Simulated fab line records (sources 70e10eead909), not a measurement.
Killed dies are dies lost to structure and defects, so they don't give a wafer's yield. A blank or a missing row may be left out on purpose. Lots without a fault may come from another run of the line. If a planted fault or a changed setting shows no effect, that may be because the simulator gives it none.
fab line records | flow nandHarc | part 2 of 2: steps 23 to 34 of 34
record lots=5 wafers=15 lastDay=33
route steps=1302 shown A_BLC@1114 A_M0@1137
lots with no fault: from the same line, run without faults
startH: hours from the record's first day to the start of the lot's first wafer shown | waitH: hours from the lot's prior step to this one | " identical to the entry in the row above | L1.1+2: a row that stands for several wafers | - no value, or no start was given | * or withheld: withheld | < > ~ a bound
route shown NAME@n: NAME is a module with steps in the file, n the number in the route of the first one | usual: average and standard deviation across the fault-free wafers | same: alike in all rows | chamber/n: place in a boat | sites: readings site by site | _std_site: standard deviation across them | _edge_site: outer sites' mean less inner sites' | radiusMm: for every site, how far away it sits from the centre of the wafer | mask NAME#n: copy n | behind: the last tool/chamber to shape the wafer | hold: reason for holding the lot/hours on hold/outcome of the hold | device: which transistor (n, p or np) failed to switch | end of line: tests of these same wafers at the route's end | a step without rows: its recipe alone | killed: dies lost to structure and defects at the first sort, not the wafer's yield | map: the dies of a wafer, with x for killed, . for not killed, _ for no die there
set.NAME: the setting the step ran with; set.NAME@STEP: the setting that earlier step ran with | model.NAME: the simulator's own value behind a step, which no gauge read
a table for each step, a row for each wafer; lots at some steps of the route
services: from which hour (startH, from the record's first day; less than 0 if before it) a tool's chamber was out of use, for how many hours, and why
## steps
# step NHARC_A_M0_DEP_00
# recipe targetThkA=1500 targetThkNm=150 tempC=withheld pressureTorr=5 flowSccm=200 rfW=600 material=SiOC
# columns lot.wafer tool chamber startH waitH
L076.1+3+4 pecvd-04 2,1,1 535.37 0.2
L080.2+1+5 pecvd-03 2,0,2 594.40 0.1
L085.1+5+4 pecvd-02 2,1,2 629.83 0.1
L086.3+2+5 pecvd-02 2,0,1 634.73 0.5
L095.1+3+5 pecvd-04 0,2,1 737.52 0.1
# step NHARC_A_M0_DEHYDRATE_01
# recipe tempC=150 timeS=120
# usual chillPlateTempC=23.01/0.11
# columns lot.wafer tool chamber startH waitH chillPlateTempC
L076.1 lithoTrack-01 0 535.78 - 23.00
L076.3 " 0 " " 23.04
L076.4 " 0 " " 22.99
L080.1 lithoTrack-04 0 594.75 - 22.89
L080.2 " 0 " " 22.89
L080.5 " 0 " " 22.94
L085.1 lithoTrack-04 0 630.19 - 22.73
L085.4 " 0 " " 23.02
L085.5 " 0 " " 22.95
L086.2 lithoTrack-04 0 635.13 - 23.00
L086.3 " 0 " " 23.13
L086.5 " 0 " " 23.20
L095.1 lithoTrack-01 0 737.92 - 22.94
L095.3 " 0 " " 23.11
L095.5 " 0 " " 23.05
# step NHARC_A_M0_HMDS_02
# recipe timeS=30
# usual chillPlateTempC=23.01/0.1
# columns lot.wafer tool chamber startH waitH chillPlateTempC
L076.1 lithoTrack-01 0 - - 23.17
L076.3 " 0 " " 23.09
L076.4 " 0 " " 22.94
L080.1 lithoTrack-04 0 - - 22.88
L080.2 " 0 " " 22.97
L080.5 " 0 " " 23.05
L085.1 lithoTrack-04 0 - - 22.95
L085.4 " 0 " " 22.92
L085.5 " 0 " " 23.24
L086.2 lithoTrack-04 0 - - 22.84
L086.3 " 0 " " 22.78
L086.5 " 0 " " 23.00
L095.1 lithoTrack-01 0 - - 22.95
L095.3 " 0 " " 22.96
L095.5 " 0 " " 23.05
# step NHARC_A_M0_COAT_33
# recipe tempC=200 timeS=65
# usual chillPlateTempC=23.00/0.097
# columns lot.wafer tool chamber startH waitH chillPlateTempC
L076.1 lithoTrack-01 0 - - 22.91
L076.3 " 0 " " 23.02
L076.4 " 0 " " 23.03
L080.1 lithoTrack-04 0 - - 23.18
L080.2 " 0 " " 23.03
L080.5 " 0 " " 23.16
L085.1 lithoTrack-04 0 - - 22.96
L085.4 " 0 " " 23.01
L085.5 " 0 " " 23.00
L086.2 lithoTrack-04 0 - - 22.98
L086.3 " 0 " " 23.02
L086.5 " 0 " " 23.06
L095.1 lithoTrack-01 0 - - 23.09
L095.3 " 0 " " 23.09
L095.5 " 0 " " 23.05
# step NHARC_A_M0_COAT_03
# recipe spinRpm=1500 resistThkNm=90
# usual chillPlateTempC=22.98/0.097
# columns lot.wafer tool chamber startH waitH chillPlateTempC
L076.1 lithoTrack-01 0 - - 23.01
L076.3 " 0 " " 22.87
L076.4 " 0 " " 23.03
L080.1 lithoTrack-04 0 - - 22.96
L080.2 " 0 " " 23.06
L080.5 " 0 " " 22.91
L085.1 lithoTrack-04 0 - - 23.00
L085.4 " 0 " " 22.86
L085.5 " 0 " " 22.96
L086.2 lithoTrack-04 0 - - 22.90
L086.3 " 0 " " 22.99
L086.5 " 0 " " 22.86
L095.1 lithoTrack-01 0 - - 22.94
L095.3 " 0 " " 22.99
L095.5 " 0 " " 23.03
# step NHARC_A_M0_SOFTBAKE_04
# recipe tempC=105 timeS=55
# usual chillPlateTempC=23.00/0.12
# columns lot.wafer tool chamber startH waitH chillPlateTempC
L076.1 lithoTrack-01 0 - - 22.88
L076.3 " 0 " " 22.90
L076.4 " 0 " " 22.89
L080.1 lithoTrack-04 0 - - 23.16
L080.2 " 0 " " 23.05
L080.5 " 0 " " 23.11
L085.1 lithoTrack-04 0 - - 23.08
L085.4 " 0 " " 23.02
L085.5 " 0 " " 23.08
L086.2 lithoTrack-04 0 - - 23.10
L086.3 " 0 " " 23.20
L086.5 " 0 " " 22.92
L095.1 lithoTrack-01 0 - - 22.94
L095.3 " 0 " " 23.09
L095.5 " 0 " " 23.16
# step NHARC_A_M0_EBR_05
# usual chillPlateTempC=23.02/0.11
# columns lot.wafer tool chamber startH waitH chillPlateTempC
L076.1 lithoTrack-01 0 - - 23.21
L076.3 " 0 " " 23.12
L076.4 " 0 " " 23.09
L080.1 lithoTrack-04 0 - - 23.08
L080.2 " 0 " " 23.09
L080.5 " 0 " " 23.15
L085.1 lithoTrack-04 0 - - 22.93
L085.4 " 0 " " 23.11
L085.5 " 0 " " 23.08
L086.2 lithoTrack-04 0 - - 22.94
L086.3 " 0 " " 23.17
L086.5 " 0 " " 23.14
L095.1 lithoTrack-01 0 - - 23.20
L095.3 " 0 " " 22.82
L095.5 " 0 " " 22.89
# step NHARC_A_M0_EXPOSE_06
# recipe na=1.35 targetCdNm=80 doseMj=83.25 maskId=A_M0
# columns lot.wafer tool chamber startH waitH mask
L076.1+3+4 arfiScanner-02 0 535.95 - A_M0#0
L080.1+2+5 arfiScanner-02 0 594.92 - A_M0#0
L085.1+4+5 arfiScanner-01 0 630.48 - A_M0#0
L086.2+3+5 arfiScanner-01 0 635.30 - A_M0#0
L095.1+3+5 arfiScanner-01 0 738.21 - A_M0#0
# step NHARC_A_M0_PEB_07
# recipe pebTempC=100 pebTimeS=65
# usual chillPlateTempC=23.01/0.095
# columns lot.wafer tool chamber startH waitH chillPlateTempC
L076.1 lithoTrack-01 0 536.01 0.1 22.95
L076.3 " 0 " " 22.94
L076.4 " 0 " " 23.01
L080.1 lithoTrack-06 0 594.98 0.1 23.12
L080.2 " 0 " " 22.96
L080.5 " 0 " " 22.99
L085.1 lithoTrack-01 0 630.53 0.1 23.00
L085.4 " 0 " " 23.06
L085.5 " 0 " " 23.03
L086.2 lithoTrack-01 0 635.36 0.1 23.08
L086.3 " 0 " " 22.89
L086.5 " 0 " " 22.99
L095.1 lithoTrack-04 0 738.27 0.1 22.99
L095.3 " 0 " " 22.91
L095.5 " 0 " " 23.09
# step NHARC_A_M0_DEVELOP_08
# recipe developTimeS=35 devTempC=23
# usual chillPlateTempC=23.00/0.094 developerTempC=23.00/0.11
# same developTimeS=35
# columns lot.wafer tool chamber startH waitH chillPlateTempC developerTempC
L076.1 lithoTrack-01 0 - - 23.07 22.97
L076.3 " 0 " " 22.99 22.98
L076.4 " 0 " " 23.12 23.06
L080.1 lithoTrack-06 0 - - 23.08 22.99
L080.2 " 0 " " 22.97 23.14
L080.5 " 0 " " 22.91 23.21
L085.1 lithoTrack-01 0 - - 23.00 22.96
L085.4 " 0 " " 23.12 23.08
L085.5 " 0 " " 22.97 23.21
L086.2 lithoTrack-01 0 - - 22.99 23.00
L086.3 " 0 " " 23.13 22.92
L086.5 " 0 " " 23.14 23.02
L095.1 lithoTrack-04 0 - - 23.03 23.06
L095.3 " 0 " " 22.95 23.13
L095.5 " 0 " " 23.14 23.00
# step NHARC_A_M0_CD_MEAS_09
# recipe targetCdNm=80 landingEnergyEv=500
# usual cdNm=80.3/0.7
# columns lot.wafer tool chamber startH waitH cdNm
L076.1 cdSem-02 0 536.09 - 80.6
L076.3 " 0 " " 81.0
L076.4 " 0 " " 81.0
L080.1 cdSem-01 0 595.06 - 80.9
L080.2 " 0 " " 80.4
L080.5 " 0 " " 80.4
L085.1 cdSem-02 0 630.61 - 80.4
L085.4 " 0 " " 80.4
L085.5 " 0 " " 80.0
L086.2 cdSem-02 0 635.44 - 80.6
L086.3 " 0 " " 80.5
L086.5 " 0 " " 80.2
L095.1 cdSem-03 0 738.35 - 79.7
L095.3 " 0 " " 80.3
L095.5 " 0 " " 79.9
# step NHARC_A_M0_OVL_MEAS_10
# recipe pitchNm=160
# usual overlayXNm=-0.1/1.1 overlayYNm=-0.1/0.72
# columns lot.wafer tool chamber startH waitH overlayXNm overlayYNm
L076.1 overlay-01 - 536.18 - 0.9 -1.3
L076.3 " - " " 0.6 -1.1
L076.4 " - " " 0.6 -1.2
L080.1 overlay-02 - 595.15 - -1.1 -0.9
L080.2 " - " " -1.0 -0.9
L080.5 " - " " -1.3 -1.1
L085.1 overlay-02 - 630.70 - 2.6 -0.2
L085.4 " - " " 3.3 -0.6
L085.5 " - " " 2.3 -1.0
L086.2 overlay-01 - 635.52 - 1.0 2.4
L086.3 " - " " 0.8 1.8
L086.5 " - " " 0.2 1.2
L095.1 overlay-01 - 738.44 - -1.2 0.3
L095.3 " - " " -1.0 -0.4
L095.5 " - " " -0.8 -0.4
## services
# columns tool chamber startH hours kind
pvdSputter-03 - 526.01 10.0 pm
lithoTrack-06 - 529.00 7.0 pm
rieDiel-09 0 531.50 7.6 repair
lithoTrack-04 - 553.00 7.0 pm
rieDiel-10 0 559.83 3.5 repair
rieDiel-09 0 563.49 4.2 repair
rieDiel-09 1 570.60 3.9 repair
arfiScanner-02 - 574.86 1.6 repair
wetBench-04 - 579.20 8.0 pm
rieDiel-10 - 596.51 9.0 pm
rieDiel-10 0 628.43 32.5 repair
rieDiel-10 3 631.27 2.1 repair
rieDiel-10 3 643.46 6.5 repair
rieDiel-10 1 646.94 5.9 repair
aldMetal-04 - 652.00 10.0 pm
pvdSputter-03 - 659.93 7.6 repair
rieDiel-09 0 670.10 10.7 repair
rieDiel-09 - 674.10 9.0 pm
lithoTrack-01 - 680.00 7.0 pm
rieDiel-10 1 687.78 1.2 repair
rieDiel-09 1 701.65 26.0 repair
lithoTrack-06 - 704.00 7.0 pm
pvdSputter-03 - 704.01 10.0 pm
lithoTrack-04 - 728.00 7.0 pm
